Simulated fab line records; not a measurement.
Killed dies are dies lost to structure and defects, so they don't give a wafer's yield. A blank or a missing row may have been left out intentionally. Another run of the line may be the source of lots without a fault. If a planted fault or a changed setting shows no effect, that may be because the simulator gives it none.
Matching of chambers / flow n5Finfet / 4 sister chambers for N5_HKMG_FIN_PWFM_ALD_03 on aldMetal-03
The step deposits TiN, target thk 2 nm, pulse time 1 s, purge time 3 s. 16 wafers are shown with their chamber, then 8 later ones without.

WAFERS WITH THEIR CHAMBER
wafer=L080.2; chamber=3; heaterPowerW (W)=713; heaterPowerOuterW (W)=466; precursorPulseHeightRel=1.032
wafer=L080.4; chamber=2; heaterPowerW (W)=792; heaterPowerOuterW (W)=519; precursorPulseHeightRel=0.999
wafer=L080.5; chamber=1; heaterPowerW (W)=940; heaterPowerOuterW (W)=564; precursorPulseHeightRel=1.019
wafer=L081.1; chamber=2; heaterPowerW (W)=823; heaterPowerOuterW (W)=514; precursorPulseHeightRel=1.000
wafer=L081.2; chamber=0; heaterPowerW (W)=854; heaterPowerOuterW (W)=495; precursorPulseHeightRel=1.025
wafer=L081.3; chamber=3; heaterPowerW (W)=707; heaterPowerOuterW (W)=477; precursorPulseHeightRel=0.996
wafer=L081.4; chamber=1; heaterPowerW (W)=927; heaterPowerOuterW (W)=580; precursorPulseHeightRel=1.010
wafer=L081.5; chamber=3; heaterPowerW (W)=720; heaterPowerOuterW (W)=478; precursorPulseHeightRel=1.004
wafer=L081.6; chamber=2; heaterPowerW (W)=825; heaterPowerOuterW (W)=531; precursorPulseHeightRel=1.049
wafer=L082.1; chamber=0; heaterPowerW (W)=804; heaterPowerOuterW (W)=497; precursorPulseHeightRel=0.988
wafer=L082.3; chamber=2; heaterPowerW (W)=836; heaterPowerOuterW (W)=509; precursorPulseHeightRel=1.030
wafer=L082.6; chamber=0; heaterPowerW (W)=845; heaterPowerOuterW (W)=507; precursorPulseHeightRel=0.999
wafer=L087.2; chamber=1; heaterPowerW (W)=941; heaterPowerOuterW (W)=585; precursorPulseHeightRel=0.964
wafer=L087.3; chamber=2; heaterPowerW (W)=840; heaterPowerOuterW (W)=533; precursorPulseHeightRel=0.978
wafer=L087.4; chamber=0; heaterPowerW (W)=844; heaterPowerOuterW (W)=504; precursorPulseHeightRel=1.013
wafer=L091.2; chamber=0; heaterPowerW (W)=843; heaterPowerOuterW (W)=499; precursorPulseHeightRel=0.987

SIGNATURES, as means of the wafers listed above
reading=heaterPowerW; chamber 0=838.00; chamber 1=936.00; chamber 2=823.20; chamber 3=713.33; scatter within a chamber=16.2
reading=heaterPowerOuterW; chamber 0=500.40; chamber 1=576.33; chamber 2=521.20; chamber 3=473.67; scatter within a chamber=8.51
reading=precursorPulseHeightRel; chamber 0=1.00240; chamber 1=0.99767; chamber 2=1.01120; chamber 3=1.01067; scatter within a chamber=0.0236
Rule: a wafer's distance from a chamber is the root of the sum, over the readings, of the square of ((its reading less the chamber's mean) divided by the reading's scatter). If the next closest chamber is less than 2 further off than the closest, the wafer can't be placed; otherwise it belongs to the closest. The scatter: take each reading less its chamber's mean, square it, sum over the shown wafers, divide by the number of wafers less the number of chambers, and take the root.

WAFERS MISSING THEIR CHAMBER
wafer=L091.4; heaterPowerW (W)=904; heaterPowerOuterW (W)=585; precursorPulseHeightRel=0.971
wafer=L091.5; heaterPowerW (W)=855; heaterPowerOuterW (W)=495; precursorPulseHeightRel=0.987
wafer=L096.1; heaterPowerW (W)=832; heaterPowerOuterW (W)=495; precursorPulseHeightRel=1.037
wafer=L096.2; heaterPowerW (W)=817; heaterPowerOuterW (W)=525; precursorPulseHeightRel=1.020
wafer=L096.3; heaterPowerW (W)=718; heaterPowerOuterW (W)=467; precursorPulseHeightRel=1.004
wafer=L096.4; heaterPowerW (W)=903; heaterPowerOuterW (W)=581; precursorPulseHeightRel=0.984
wafer=L096.5; heaterPowerW (W)=725; heaterPowerOuterW (W)=459; precursorPulseHeightRel=1.003
wafer=L096.6; heaterPowerW (W)=813; heaterPowerOuterW (W)=534; precursorPulseHeightRel=1.012

CHAMBER TAKEN BY EACH
wafer=L091.4; from the rows above=1; in truth=1
wafer=L091.5; from the rows above=0; in truth=0
wafer=L096.1; from the rows above=can't be placed: 0 or 2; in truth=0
wafer=L096.2; from the rows above=2; in truth=2
wafer=L096.3; from the rows above=3; in truth=3
wafer=L096.4; from the rows above=1; in truth=1
wafer=L096.5; from the rows above=3; in truth=3
wafer=L096.6; from the rows above=2; in truth=2
7 of 8 placed correctly. Can't be placed from these rows: 1 (the true chamber is among the candidates in 1). 0 placed wrongly.
